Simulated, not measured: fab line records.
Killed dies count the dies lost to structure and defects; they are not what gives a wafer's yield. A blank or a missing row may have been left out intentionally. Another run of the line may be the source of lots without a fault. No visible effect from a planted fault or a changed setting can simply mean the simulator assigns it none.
Lot-split experiment -- flow n5_finfet -- 7 lots, 21 wafers read, on a route of 1938 steps

== THE SPLIT ITSELF ==
At N5_BEOL_M11_HM_DEP_02 (deposits TiN, target thk 20 nm), the setting target_thk_a was moved away from the recipe's 200 angstrom on 8 of the 21 wafers read, by -12.0% to +11.2%. All remaining wafers had this setting at the recipe value.

Reading taken at the split's own step.

== THE READING ==
TiN_of_BEOL_M11_HM_DEP_02.thk_nm (the simulator's own value, which no gauge read), in nm, at N5_BEOL_M11_HM_DEP_02 (deposits TiN, target thk 20 nm). There is no usual value for it anywhere in the file. The 13 wafers here that ran the recipe average 19.9 nm, standard deviation 0.15 nm.

wafer,"tool, chamber at the split","target_thk_a as run, angstrom",against the recipe,"TiN_of_BEOL_M11_HM_DEP_02.thk_nm, nm",against lot-mates on the recipe
L074.1,"pvd_sputter-03, -",200,recipe,20,-
L074.4,"pvd_sputter-03, -",176,-12.0%,17.6,-2.4
L074.6,"pvd_sputter-03, -",176,-12.0%,17.6,-2.4
L078.1,"pvd_sputter-01, -",200,recipe,20,-
L078.2,"pvd_sputter-01, -",200,recipe,20,-
L078.6,"pvd_sputter-01, -",200,recipe,20,-
L079.1,"pvd_sputter-03, -",222.4,+11.2%,21.8,+2.1
L079.2,"pvd_sputter-03, -",200,recipe,19.8,-
L079.6,"pvd_sputter-03, -",200,recipe,19.6,-
L085.1,"pvd_sputter-03, -",200,recipe,19.8,-
L085.3,"pvd_sputter-03, -",200,recipe,20,-
L085.5,"pvd_sputter-03, -",200,recipe,20,-
L094.4,"pvd_sputter-01, -",208.7,+4.3%,21,+1.0
L094.5,"pvd_sputter-01, -",200,recipe,20,-
L094.6,"pvd_sputter-01, -",208.7,+4.3%,20.6,+0.6
L093.1,"pvd_sputter-01, -",200,recipe,19.8,-
L093.6,"pvd_sputter-01, -",200,recipe,19.8,-
L093.4,"pvd_sputter-01, -",215.2,+7.6%,21.6,+1.8
L095.1,"pvd_sputter-01, -",180.5,-9.8%,17.6,-2.0
L095.6,"pvd_sputter-01, -",180.5,-9.8%,17.6,-2.0
L095.2,"pvd_sputter-01, -",200,recipe,19.6,-

FIT RESULTS
A straight line over all 21 wafers: TiN_of_BEOL_M11_HM_DEP_02.thk_nm changes by +0.202 nm for each +1% of target_thk_a; r = +0.99; the points scatter about the line by 0.2 nm.
The same after taking each lot's own level away (the mean of its wafers on the recipe; 21 wafers): +0.201 nm for each +1%; r = +1.00; scatter 0.11 nm.
On that fit, the largest move of target_thk_a shifts the reading by 2.4 nm.
The span of the lots' own levels, 19.60 to 20.00 nm, comes to 2.7 times the standard deviation stated above.
So the lot-to-lot level changes the slope little: the two slopes agree.
Check: with one of the wafers moved furthest among these (-12.0%) left out of the fit, the line predicts -2.42 nm for it against its lot-mates. It came out at -2.4 nm against them.

== ADDITIONAL SPLITS CARRIED BY THESE WAFERS ==
Other splits were also applied to these wafers ahead of the reading. Each is held against what the fit with the lots' levels taken away leaves over:
other split on the same wafers,wafers away from the commonest value,r with TiN_of_BEOL_M11_HM_DEP_02.thk_nm (lot level and that fit taken away)
N5_BEOL_M8_EXPOSE_25 dose_mj,3,-0.21
N5_BEOL_M8_ETCH_65 source_w,8,-0.19
N5_BEOL_M9_DESCUM_16 time_s,4,+0.18
N5_BEOL_M9_ETCH_62 source_w,9,-0.20
N5_BEOL_M10_EXPOSE_08 dose_mj,5,-0.03

== THE FILE'S OWN FIT ==
TiN_of_BEOL_M11_HM_DEP_02.thk_nm changes by +0.202 nm for each +1% of target_thk_a, r = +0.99.
